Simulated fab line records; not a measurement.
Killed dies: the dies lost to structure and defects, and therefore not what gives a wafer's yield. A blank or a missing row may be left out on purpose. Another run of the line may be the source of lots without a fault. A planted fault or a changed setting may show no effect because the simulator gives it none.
Matching of chambers | flow nand_harc | NHARC_A_BONDPAD_STRIP_15 on rie_diel-01 has 4 sister chambers
The step strips in O2. 14 wafers are shown with their chamber, then 7 later ones without.

== WAFERS PAIRED WITH THEIR CHAMBERS ==
wafer  | chamber | drypump_motor_current_A (A) | rf_vpp_V (V) | throttle_valve_pct (%)
L771.4 | 1       | 6.2                         | 56.0         | 17.027
L771.5 | 1       | 6.2                         | 58.4         | 17.028
L771.6 | 2       | 6.1                         | 57.2         | 17.032
L769.2 | 0       | 5.3                         | 55.4         | 17.042
L769.4 | 2       | 6.1                         | 56.7         | 17.049
L769.6 | 1       | 6.3                         | 57.1         | 17.021
L775.4 | 3       | 5.6                         | 57.6         | 17.031
L775.5 | 0       | 5.3                         | 57.4         | 17.025
L775.6 | 1       | 6.3                         | 56.4         | 17.061
L779.1 | 1       | 6.3                         | 57.7         | 17.039
L779.2 | 0       | 5.3                         | 58.7         | 17.030
L779.3 | 3       | 5.6                         | 58.2         | 17.031
L778.1 | 0       | 5.3                         | 56.4         | 17.030
L778.2 | 3       | 5.6                         | 60.0         | 17.047

SIGNATURES, as means of the wafers listed above
reading                 | chamber 0 | chamber 1 | chamber 2 | chamber 3 | scatter within a chamber
drypump_motor_current_A | 5.300     | 6.260     | 6.100     | 5.600     | 0.0346
rf_vpp_V                | 56.975    | 57.120    | 56.950    | 58.600    | 1.14
throttle_valve_pct      | 17.03175  | 17.03520  | 17.04050  | 17.03633  | 0.0121
Rule: a wafer lies at a distance from a chamber equal to the root of the sum of squares, over the readings, of (its reading less the chamber's mean, divided by the reading's scatter). The wafer belongs to the nearest chamber; if the next one is less than 2 further off, it can't be placed. How the scatter is found: for the shown wafers, subtract from each reading the mean of its chamber, square and add these, divide the total by (wafers less chambers), then take the root.

== WAFERS WITHOUT THEIR CHAMBER ==
wafer  | drypump_motor_current_A (A) | rf_vpp_V (V) | throttle_valve_pct (%)
L778.3 | 6.3                         | 57.1         | 17.033
L784.1 | 6.2                         | 56.5         | 17.034
L784.4 | 5.3                         | 58.8         | 17.039
L784.5 | 6.2                         | 55.3         | 17.033
L788.2 | 5.3                         | 57.6         | 17.029
L788.3 | 5.6                         | 59.4         | 17.045
L788.6 | 5.3                         | 57.6         | 17.060

== WHICH CHAMBER EACH ONE RAN IN ==
wafer  | from the rows above     | in truth
L778.3 | 1                       | 1
L784.1 | can't be placed: 1 or 2 | 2
L784.4 | 0                       | 0
L784.5 | can't be placed: 1 or 2 | 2
L788.2 | 0                       | 0
L788.3 | 3                       | 3
L788.6 | 0                       | 0
Correctly placed: 5 of 7. Not placeable from these rows: 2 (in 2, the candidates include the true chamber). Number placed wrongly: 0.
